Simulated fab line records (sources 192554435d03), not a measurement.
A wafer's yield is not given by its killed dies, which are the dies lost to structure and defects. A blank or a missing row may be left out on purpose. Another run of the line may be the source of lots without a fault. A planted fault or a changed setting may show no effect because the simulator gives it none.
fab line records	flow n5Finfet	part 1 of 2: steps 1 to 20 of 25
[record] lots = 5	wafers = 15	lastDay = 18
route steps=1938 shown BEOL_M3@959
lots untouched by any fault: they come from a run of this same line in which no faults occurred
startH: start of the lot's first displayed wafer, in hours after the record's first day	waitH: hours elapsed since this lot's preceding step	" identical to the entry in the row above	L1.1+2: a single row standing in for several wafers	- value missing, or start not given	* or withheld: withheld	< > ~ a bound
route shown NAME@n: names a module that has steps shown in the file, with the first one's number in the route	usual: average and standard deviation across the fault-free wafers	same: alike in all rows	chamber/n: place in a boat	sites: readings site by site	_std_site: standard deviation across them	_edge_site: the outer-site mean with the inner-site mean subtracted	radiusMm: for every site, how far away it sits from the centre of the wafer	mask NAME#n: copy n	behind: the most recent tool/chamber to have shaped the wafer	hold: what put the lot on hold/how long, in hours/how the hold closed	device: names the non-switching transistor (n, p or np)	end of line: tests run on the same wafers once the route is complete	where a step has no rows: the recipe by itself	killed: count of dies lost to structure and defects at first sort (not the wafer's yield)	map: shows each die of a wafer: x if killed, . if not, _ if none is there
set.NAME: the run value of the setting; set.NAME@STEP: its run value at that earlier step	model.NAME: the simulator's own value behind a step, which no gauge read
lots seen at some steps along the route; tables by step, rows by wafer
services: when a tool's chamber went out of use (startH, in hours from the record's first day, below 0 if earlier), for how many hours, and the reason
[[steps]]
[step N5_BEOL_M3_COAT_76]
[recipe] resist = underlayer	tempC = 205	timeS = 60	spinRpm = 1500	resistThkNm = 5
[usual] plateTempC = 204.95/0.15
lot.wafer	tool	chamber	startH	waitH	plateTempC
L075.2	lithoTrack-05	0	-	-	205.02
L075.3	"	0	"	"	204.95
L075.6	"	0	"	"	205.07
L076.2	lithoTrack-02	0	-	-	205.10
L076.3	"	0	"	"	204.91
L076.4	"	0	"	"	204.96
L079.1	lithoTrack-02	0	-	-	204.92
L079.2	"	0	"	"	204.78
L079.5	"	0	"	"	205.10
L088.3	lithoTrack-05	0	-	-	204.83
L088.4	"	0	"	"	205.05
L088.6	"	0	"	"	205.15
L094.3	lithoTrack-04	0	-	-	204.64
L094.5	"	0	"	"	204.85
L094.6	"	0	"	"	204.72
[step N5_BEOL_M3_COAT_22]
[recipe] resist = CAR-EUV	spinRpm = 1500	resistThkNm = 30
lot.wafer	tool	chamber	startH	waitH
L075.2+3+6	lithoTrack-05	0	-	-
L076.2+3+4	lithoTrack-02	0	-	-
L079.1+2+5	lithoTrack-02	0	-	-
L088.3+4+6	lithoTrack-05	0	-	-
L094.3+5+6	lithoTrack-04	0	-	-
[step N5_BEOL_M3_EBR_24]
[recipe] solvent = PGMEA	ebrWidthMm = 1.5
lot.wafer	tool	chamber	startH	waitH
L075.2+3+6	lithoTrack-05	0	-	-
L076.2+3+4	lithoTrack-02	0	-	-
L079.1+2+5	lithoTrack-02	0	-	-
L088.3+4+6	lithoTrack-05	0	-	-
L094.3+5+6	lithoTrack-04	0	-	-
[step N5_BEOL_M3_SOFTBAKE_23]
[recipe] tempC = 110	timeS = 60	resist = CAR-EUV
[usual] plateTempC = 110.00/0.13
lot.wafer	tool	chamber	startH	waitH	plateTempC
L075.2	lithoTrack-05	0	-	-	109.71
L075.3	"	0	"	"	109.89
L075.6	"	0	"	"	109.93
L076.2	lithoTrack-02	0	-	-	109.83
L076.3	"	0	"	"	109.67
L076.4	"	0	"	"	109.78
L079.1	lithoTrack-02	0	-	-	110.17
L079.2	"	0	"	"	110.10
L079.5	"	0	"	"	109.98
L088.3	lithoTrack-05	0	-	-	110.01
L088.4	"	0	"	"	110.00
L088.6	"	0	"	"	110.06
L094.3	lithoTrack-04	0	-	-	109.90
L094.5	"	0	"	"	109.96
L094.6	"	0	"	"	110.19
[step N5_BEOL_M3_EXPOSE_25]
[recipe] maskId = V2	na = 0.33	sourceShape = quasar	sigmaInner = 0.2	sigmaOuter = 0.8	polarization = unpolarized	defocusNm = 5	doseMj = 63
lot.wafer	tool	chamber	startH	waitH	mask
L075.2+3+6	euvScanner-01	0	156.70	-	V2#0
L076.2+3+4	euvScanner-01	0	158.03	-	V2#0
L079.1+2+5	euvScanner-02	0	179.16	-	V2#0
L088.3+4+6	euvScanner-01	0	240.31	-	V2#0
L094.3+5+6	euvScanner-01	0	275.23	-	V2#0
[step N5_BEOL_M3_PEB_26]
[recipe] pebTempC = 100	pebTimeS = 60	resist = CAR-EUV
[usual] plateTempC = 100.02/0.12
lot.wafer	tool	chamber	startH	waitH	plateTempC
L075.2	lithoTrack-05	0	156.77	0.1	100.08
L075.3	"	0	"	"	100.00
L075.6	"	0	"	"	99.94
L076.2	lithoTrack-02	0	158.10	0.1	99.96
L076.3	"	0	"	"	99.92
L076.4	"	0	"	"	100.05
L079.1	lithoTrack-02	0	179.24	0.1	99.98
L079.2	"	0	"	"	100.10
L079.5	"	0	"	"	100.01
L088.3	lithoTrack-05	0	240.37	0.1	99.87
L088.4	"	0	"	"	99.87
L088.6	"	0	"	"	99.69
L094.3	lithoTrack-04	0	275.29	0.1	99.95
L094.5	"	0	"	"	99.89
L094.6	"	0	"	"	100.30
[step N5_BEOL_M3_DEVELOP_27]
[recipe] developTimeS = 30	developer = TMAH	resist = CAR-EUV	rinseLiquid = surfactantRinse	dry = airSpin	devTempC = 23
lot.wafer	tool	chamber	startH	waitH
L075.2+3+6	lithoTrack-05	0	-	-
L076.2+3+4	lithoTrack-02	0	-	-
L079.1+2+5	lithoTrack-02	0	-	-
L088.3+4+6	lithoTrack-05	0	-	-
L094.3+5+6	lithoTrack-04	0	-	-
[step N5_BEOL_M3_CD_MEAS_28]
[recipe] targetCdNm = 25.7	landingEnergyEv = 500	detector = seInlens	targetCdYNm = 23.3	polarity = opening
[usual] cdNm = 25.74/0.24
lot.wafer	tool	chamber	startH	waitH	cdNm
L075.2	cdSem-02	0	156.84	-	26.08
L075.3	"	0	"	"	25.70
L075.6	"	0	"	"	25.87
L076.2	cdSem-03	0	158.16	-	25.79
L076.3	"	0	"	"	25.34
L076.4	"	0	"	"	25.78
L079.1	cdSem-02	0	179.31	-	25.98
L079.2	"	0	"	"	25.53
L079.5	"	0	"	"	25.62
L088.3	cdSem-02	0	240.44	-	25.92
L088.4	"	0	"	"	25.84
L088.6	"	0	"	"	25.54
L094.3	cdSem-02	0	275.36	-	25.47
L094.5	"	0	"	"	25.55
L094.6	"	0	"	"	25.77
[step N5_BEOL_M3_OVL_MEAS_29]
[recipe] pointsPerWafer = 522
[usual] V2_OVL = -0.2/0.79
lot.wafer	tool	chamber	startH	waitH	V2_OVL[nm]
L075.2	overlay-01	0	156.87	0.0	-0.7
L075.3	"	0	"	"	-0.1
L075.6	"	0	"	"	0.3
L076.2	overlay-02	0	158.20	0.0	-0.4
L076.3	"	0	"	"	-0.8
L076.4	"	0	"	"	-0.2
L079.1	overlay-02	0	179.34	0.0	-0.5
L079.2	"	0	"	"	0.3
L079.5	"	0	"	"	0.2
L088.3	overlay-01	0	240.48	0.0	-0.9
L088.4	"	0	"	"	-1.7
L088.6	"	0	"	"	-1.9
L094.3	overlay-02	0	275.40	0.0	-0.3
L094.5	"	0	"	"	-0.6
L094.6	"	0	"	"	-0.1
[step N5_BEOL_M3_INSPECT_30]
[recipe] mode = adi	inspectInstrument = brightfield
[usual] rawDefectCount = 396/77
lot.wafer	tool	chamber	startH	waitH	rawDefectCount
L075.2	defectInspect-01	-	156.93	0.0	537
L075.3	"	-	"	"	355
L075.6	"	-	"	"	400
L076.2	defectInspect-01	-	158.25	0.0	318
L076.3	"	-	"	"	393
L076.4	"	-	"	"	331
L079.1	defectInspect-02	-	179.39	0.1	358
L079.2	"	-	"	"	337
L079.5	"	-	"	"	391
L088.3	defectInspect-01	-	240.52	0.0	373
L088.4	"	-	"	"	297
L088.6	"	-	"	"	550
L094.3	defectInspect-02	-	275.45	0.0	376
L094.5	"	-	"	"	333
L094.6	"	-	"	"	257
[step N5_BEOL_M3_DESCUM_33]
[recipe] chemistry = O2	timeS = 7	sourcePowerW = 50	biasPowerW = 20	pressureMtorr = 20	rfFrequencyHz = 2.712e+07	tempC = 40	resist = CAR-EUV	o2FlowSccm = 225
[usual] drypumpMotorCurrentA = 5.54/0.29	oesProductAu = 0.77/0.068	rfVppV = 242.8/1.4	showerheadPlenumPTorr = 2.08/0.073	throttleValvePct = 20.36/0.25
lot.wafer	tool	chamber	startH	waitH	drypumpMotorCurrentA	oesProductAu	rfHoursCounterH	rfVppV	showerheadPlenumPTorr	throttleValvePct
L075.2	rieDiel-06	3	156.96	0.0	5.07	0.72	207	243.3	1.99	20.43
L075.3	"	1	"	"	5.98	0.92	21	245.1	2.14	20.10
L075.6	"	2	"	"	5.87	0.79	-	244.3	2.20	20.13
L076.2	rieDiel-03	0	158.53	0.3	5.54	0.72	192	242.0	2.08	20.25
L076.3	"	3	"	"	5.70	0.71	217	243.4	2.07	20.72
L076.4	"	1	"	"	5.22	0.79	-	240.7	1.93	20.13
L079.1	rieDiel-01	3	179.43	0.0	5.66	0.77	127	241.2	2.01	20.04
L079.2	"	1	"	"	5.61	0.72	209	243.8	2.16	20.47
L079.5	"	1	"	"	5.56	0.72	-	246.1	2.16	20.49
L088.3	rieDiel-01	0	240.56	0.0	5.07	0.81	88	243.6	2.12	20.63
L088.4	"	1	"	"	5.58	0.70	231	244.4	2.15	20.52
L088.6	"	2	"	"	5.67	0.70	-	243.1	2.07	20.61
L094.3	rieDiel-03	2	275.48	0.0	5.35	0.71	195	243.0	2.08	20.94
L094.5	"	1	"	"	5.23	0.76	-	239.2	1.91	20.18
L094.6	"	2	"	"	5.29	0.71	-	244.6	2.08	20.96
[step N5_BEOL_M3_ETCH_77]
[recipe] chemistry = N2/H2	target = underlayer	targetDepthA = 65	maskMaterial = CAR-EUV	timeS = 5.2	ionEnergyEv = 200	pressureMtorr = 30	sourceW = 840	biasW = 150	n2FlowSccm = 200	h2FlowSccm = 200	ends = cleared
[usual] drypumpMotorCurrentA = 5.55/0.29	etchRfOnTimeS = 5.17/0.081	h2FlowSccm = 200.0/0.58	oesProductAu = 0.65/0.057	rfVppV = 523.4/2.5	showerheadPlenumPTorr = 2.52/0.089	throttleValvePct = 17.83/0.25
lot.wafer	tool	chamber	startH	waitH	drypumpMotorCurrentA	etchRfOnTimeS	h2FlowSccm	oesProductAu	rfHoursCounterH	rfVppV	showerheadPlenumPTorr	throttleValvePct
L075.2	rieDiel-06	3	156.99	0.0	5.07	5.34	200.3	0.63	207	521.6	2.42	17.93
L075.3	"	1	"	"	5.97	5.08	198.3	0.78	21	527.2	2.60	17.62
L075.6	"	2	"	"	5.96	5.22	199.9	0.67	-	527.3	2.68	17.75
L076.2	rieDiel-03	0	158.57	0.0	5.58	5.30	200.3	0.63	192	523.6	2.52	17.58
L076.3	"	3	"	"	5.72	5.33	200.2	0.60	217	522.5	2.52	18.17
L076.4	"	1	"	"	5.23	5.27	200.3	0.66	-	518.3	2.34	17.45
L079.1	rieDiel-01	3	179.46	0.0	5.68	5.11	201.0	0.67	127	521.1	2.46	17.67
L079.2	"	1	"	"	5.60	5.13	200.1	0.62	209	527.0	2.63	17.97
L079.5	"	1	"	"	5.63	5.09	199.6	0.62	-	526.6	2.63	17.95
L088.3	rieDiel-01	0	240.59	0.0	5.07	5.16	200.7	0.68	88	523.5	2.57	17.99
L088.4	"	1	"	"	5.58	5.15	199.5	0.60	231	526.8	2.62	18.00
L088.6	"	2	"	"	5.70	5.21	200.2	0.60	-	523.1	2.51	18.10
L094.3	rieDiel-03	2	275.51	0.0	5.30	5.35	199.9	0.61	195	523.9	2.52	18.38
L094.5	"	1	"	"	5.23	5.23	201.0	0.65	-	517.4	2.33	17.56
L094.6	"	2	"	"	5.31	5.24	200.4	0.62	-	525.7	2.52	18.39
[step N5_BEOL_M3_ETCH_69]
[recipe] chemistry = CF4	target = SiARC	targetDepthA = 156	maskMaterial = CAR-EUV	timeS = 26	ionEnergyEv = 80	pressureMtorr = 40	sourceW = 545	biasW = 36	Ar_flow_sccm = 100	cf4FlowSccm = 100	ends = cleared
[usual] drypumpMotorCurrentA = 5.54/0.29	etchRfOnTimeS = 25.8/0.38	mfcArSccm = 100.01/0.29	oesProductAu = 0.66/0.058	rfVppV = 184.0/1.2	showerheadPlenumPTorr = 2.13/0.068	throttleValvePct = 15.57/0.25
lot.wafer	tool	chamber	startH	waitH	drypumpMotorCurrentA	etchRfOnTimeS	mfcArSccm	oesProductAu	rfHoursCounterH	rfVppV	showerheadPlenumPTorr	throttleValvePct
L075.2	rieDiel-06	3	157.01	0.0	5.07	26.2	100.45	0.62	207	184.2	2.04	15.65
L075.3	"	1	"	"	5.96	25.4	100.27	0.79	21	185.3	2.18	15.28
L075.6	"	2	"	"	5.93	25.9	100.40	0.69	-	184.5	2.24	15.29
L076.2	rieDiel-03	0	158.58	0.0	5.58	25.9	99.86	0.63	192	184.8	2.13	15.52
L076.3	"	3	"	"	5.70	26.3	99.97	0.60	217	184.4	2.12	15.88
L076.4	"	1	"	"	5.21	26.1	99.71	0.67	-	182.3	1.99	15.36
L079.1	rieDiel-01	3	179.48	0.0	5.68	25.3	99.71	0.67	127	182.1	2.08	15.34
L079.2	"	1	"	"	5.62	25.4	100.28	0.62	209	184.1	2.20	15.71
L079.5	"	1	"	"	5.62	25.6	100.31	0.62	-	184.0	2.20	15.70
L088.3	rieDiel-01	0	240.61	0.0	5.07	25.6	100.06	0.70	88	182.8	2.16	15.77
L088.4	"	1	"	"	5.59	25.5	100.28	0.60	231	184.3	2.19	15.74
L088.6	"	2	"	"	5.67	25.7	100.34	0.61	-	184.4	2.11	15.85
L094.3	rieDiel-03	2	275.53	0.0	5.29	26.3	99.94	0.61	195	184.6	2.13	16.13
L094.5	"	1	"	"	5.19	26.2	100.12	0.65	-	182.7	1.98	15.42
L094.6	"	2	"	"	5.32	26.2	100.25	0.61	-	183.7	2.13	16.13
[step N5_BEOL_M3_ALD_98]
[recipe] material = SiO2	targetThkA = 25	tempC = 100	aldPrecursorFamily = BDEAS	aldCoReactant = O2-plasma	pulseTimeS = 1	coReactantPulseTimeS = 1	purgeTimeS = 2	coReactantPurgeTimeS = 2	aldCycles = 17	pressureTorr = 2
[usual] heaterPowerW = 81/9.5	precursorPulseHeightRel = 1.001/0.019
lot.wafer	tool	chamber	startH	waitH	heaterPowerW	precursorPulseHeightRel
L075.2	aldSin-03	1	158.53	1.5	63	1.006
L075.3	"	3	"	"	93	1.041
L075.6	"	2	"	"	85	1.031
L076.2	aldSin-03	0	158.78	0.2	69	1.019
L076.3	"	1	"	"	63	1.010
L076.4	"	2	"	"	86	1.024
L079.1	aldSin-04	1	179.83	0.3	85	1.004
L079.2	"	2	"	"	77	0.973
L079.5	"	0	"	"	75	0.999
L088.3	aldSin-02	2	241.05	0.4	93	1.020
L088.4	"	1	"	"	82	0.995
L088.6	"	1	"	"	79	1.007
L094.3	aldSin-02	0	275.61	0.1	68	1.006
L094.5	"	0	"	"	67	1.016
L094.6	"	1	"	"	80	1.002
[step N5_BEOL_M3_ETCHBACK_99]
[recipe] chemistry = CHF3	target = SiO2	targetDepthA = 50	timeS = 10.4	sourceW = 215	biasW = 47	Ar_flow_sccm = 200	CHF3_flow_sccm = 12	ionEnergyEv = 100	pressureMtorr = 30
[usual] drypumpMotorCurrentA = 5.52/0.28	mfcArSccm = 200.1/0.7	oes_ar_750_au = 0.76/0.062	oesProductAu = 0.76/0.067	rfVppV = 241.5/2.4	showerheadPlenumPTorr = 2.14/0.065	throttleValvePct = 17.07/0.23
lot.wafer	tool	chamber	startH	waitH	drypumpMotorCurrentA	mfcArSccm	oes_ar_750_au	oesProductAu	rfHoursCounterH	rfVppV	showerheadPlenumPTorr	throttleValvePct
L075.2	rieDiel-01	2	165.27	6.7	5.68	201.3	0.71	0.72	206	244.3	2.14	17.25
L075.3	"	0	"	"	5.09	200.3	0.83	0.84	69	242.4	2.18	17.19
L075.6	"	2	"	"	5.69	200.5	0.71	0.72	-	244.0	2.13	17.24
L076.2	rieDiel-01	0	167.08	8.2	5.07	201.4	0.83	0.83	69	242.8	2.18	17.21
L076.3	"	1	"	"	5.59	200.1	0.73	0.72	206	243.3	2.21	17.10
L076.4	"	3	"	"	5.66	200.4	0.77	0.78	124	240.8	2.09	16.80
L079.1	rieDiel-01	0	181.18	1.3	5.07	200.1	0.82	0.83	73	244.0	2.18	17.20
L079.2	"	1	"	"	5.58	200.2	0.72	0.72	210	241.7	2.21	17.12
L079.5	"	1	"	"	5.58	199.8	0.72	0.73	-	241.5	2.21	17.13
L088.3	rieDiel-03	0	241.70	0.6	5.60	200.2	0.73	0.71	217	236.4	2.13	17.02
L088.4	"	0	"	"	5.54	200.2	0.73	0.71	-	233.8	2.13	17.00
L088.6	"	1	"	"	5.24	200.8	0.77	0.77	-	238.4	1.99	16.91
L094.3	rieDiel-03	0	287.11	11.5	5.60	200.1	0.72	0.70	235	235.3	2.12	17.05
L094.5	"	0	"	"	5.56	200.0	0.72	0.69	-	236.4	2.12	17.03
L094.6	"	1	"	"	5.25	198.9	0.75	0.74	-	238.5	1.98	16.94
[step N5_BEOL_M3_ETCH_70]
[recipe] chemistry = N2/H2	target = SOC	targetDepthA = 800	overetchA = 160	maskMaterial = SiARC	tempC = 40	timeS = 120	ionEnergyEv = 200	pressureMtorr = 30	sourceW = 840	biasW = 150	n2FlowSccm = 200	h2FlowSccm = 200
[usual] drypumpMotorCurrentA = 5.53/0.28	h2FlowSccm = 199.9/0.59	oesProductAu = 0.58/0.047	rfVppV = 523.5/2.4	showerheadPlenumPTorr = 2.53/0.083	throttleValvePct = 17.84/0.23
lot.wafer	tool	chamber	startH	waitH	drypumpMotorCurrentA	h2FlowSccm	oesProductAu	rfHoursCounterH	rfVppV	showerheadPlenumPTorr	throttleValvePct
L075.2	rieDiel-01	2	165.30	0.0	5.68	200.0	0.55	206	521.1	2.52	18.01
L075.3	"	0	"	"	5.07	199.7	0.64	69	523.7	2.57	17.89
L075.6	"	2	"	"	5.69	199.9	0.55	-	523.4	2.52	18.03
L076.2	rieDiel-01	0	167.11	0.0	5.07	201.2	0.63	69	524.2	2.57	17.89
L076.3	"	1	"	"	5.62	200.4	0.54	206	526.1	2.63	17.93
L076.4	"	3	"	"	5.70	200.5	0.59	124	521.3	2.46	17.64
L079.1	rieDiel-01	0	181.21	0.0	5.09	199.4	0.63	73	525.2	2.57	17.90
L079.2	"	1	"	"	5.59	200.0	0.55	210	527.1	2.63	17.93
L079.5	"	1	"	"	5.56	199.7	0.55	-	526.5	2.63	17.93
L088.3	rieDiel-03	0	241.74	0.0	5.56	199.5	0.55	217	522.6	2.51	17.60
L088.4	"	0	"	"	5.58	200.5	0.55	-	523.2	2.51	17.60
L088.6	"	1	"	"	5.22	199.5	0.59	-	517.5	2.33	17.49
L094.3	rieDiel-03	0	287.15	0.0	5.58	200.0	0.55	235	522.0	2.50	17.62
L094.5	"	0	"	"	5.56	200.1	0.55	-	522.6	2.50	17.63
L094.6	"	1	"	"	5.23	199.8	0.58	-	516.5	2.32	17.53
[step N5_BEOL_M3_STRIP_71]
[recipe] chemistry = N2/H2	tempC = 40	n2FlowSccm = 200	h2FlowSccm = 200	rfFrequencyHz = 6e+07
lot.wafer	tool	chamber	startH	waitH
L075.2+3+6	rieDiel-01	2,0,2	165.38	0.0
L076.2+3+4	rieDiel-01	0,1,3	167.19	0.0
L079.1+2+5	rieDiel-01	0,1,1	181.29	0.0
L088.3+4+6	rieDiel-03	0,0,1	241.82	0.0
L094.3+5+6	rieDiel-03	0,0,1	287.23	0.0
[step N5_BEOL_M3_STRIP_78]
[recipe] chemistry = N2/H2	tempC = 40	n2FlowSccm = 200	h2FlowSccm = 200	rfFrequencyHz = 6e+07
lot.wafer	tool	chamber	startH	waitH
L075.2+3+6	rieDiel-01	2,0,2	165.39	0.0
L076.2+3+4	rieDiel-01	0,1,3	167.20	0.0
L079.1+2+5	rieDiel-01	0,1,1	181.30	0.0
L088.3+4+6	rieDiel-03	0,0,1	241.83	0.0
L094.3+5+6	rieDiel-03	0,0,1	287.24	0.0
[step N5_BEOL_M3_VIA_ETCH_34]
[recipe] chemistry = C4F6/O2	targetDepthA = 694	maskMaterial = SOC	pressureMtorr = 15	ionEnergyEv = 250	taperDeg = 4	timeS = 65.9	sourceW = 350	biasW = 170	Ar_flow_sccm = 300	C4F6_flow_sccm = 10	O2_flow_sccm = 10
[usual] drypumpMotorCurrentA = 5.53/0.28	mfcArSccm = 300.0/0.85	oes_ar_750_au = 0.76/0.062	oesProductAu = 0.76/0.066	rfVppV = 667/6.3	showerheadPlenumPTorr = 2.83/0.083	throttleValvePct = 30.70/0.25
lot.wafer	tool	chamber	startH	waitH	drypumpMotorCurrentA	mfcArSccm	oes_ar_750_au	oesProductAu	rfHoursCounterH	rfVppV	showerheadPlenumPTorr	throttleValvePct
L075.2	rieDiel-01	2	165.40	0.0	5.65	299.8	0.71	0.73	206	673	2.82	30.86
L075.3	"	0	"	"	5.07	299.4	0.83	0.85	69	672	2.88	30.98
L075.6	"	2	"	"	5.66	299.8	0.72	0.71	-	673	2.82	30.88
L076.2	rieDiel-01	0	167.21	0.0	5.08	299.1	0.83	0.83	69	671	2.88	30.98
L076.3	"	1	"	"	5.61	300.1	0.72	0.72	206	667	2.92	30.59
L076.4	"	3	"	"	5.68	299.9	0.78	0.78	124	662	2.76	30.54
L079.1	rieDiel-01	0	181.31	0.0	5.06	300.3	0.83	0.82	73	672	2.88	30.98
L079.2	"	1	"	"	5.58	299.8	0.72	0.71	210	666	2.92	30.60
L079.5	"	1	"	"	5.60	300.8	0.72	0.72	-	668	2.92	30.62
L088.3	rieDiel-03	0	241.84	0.0	5.56	300.8	0.73	0.71	217	650	2.81	30.49
L088.4	"	0	"	"	5.56	300.2	0.73	0.72	-	649	2.81	30.48
L088.6	"	1	"	"	5.23	299.4	0.76	0.77	-	661	2.63	30.56
L094.3	rieDiel-03	0	287.25	0.0	5.57	299.4	0.72	0.70	235	649	2.81	30.50
L094.5	"	0	"	"	5.58	299.1	0.71	0.70	-	651	2.81	30.49
L094.6	"	1	"	"	5.24	300.7	0.75	0.75	-	659	2.63	30.57
[step N5_BEOL_M3_STRIP_83]
[recipe] chemistry = C4F6/O2	resist = SiARC	rfFrequencyHz = 6e+07
lot.wafer	tool	chamber	startH	waitH
L075.2+3+6	rieDiel-01	2,0,2	165.45	0.0
L076.2+3+4	rieDiel-01	0,1,3	167.27	0.0
L079.1+2+5	rieDiel-01	0,1,1	181.36	0.0
L088.3+4+6	rieDiel-03	0,0,1	241.89	0.0
L094.3+5+6	rieDiel-03	0,0,1	287.30	0.0
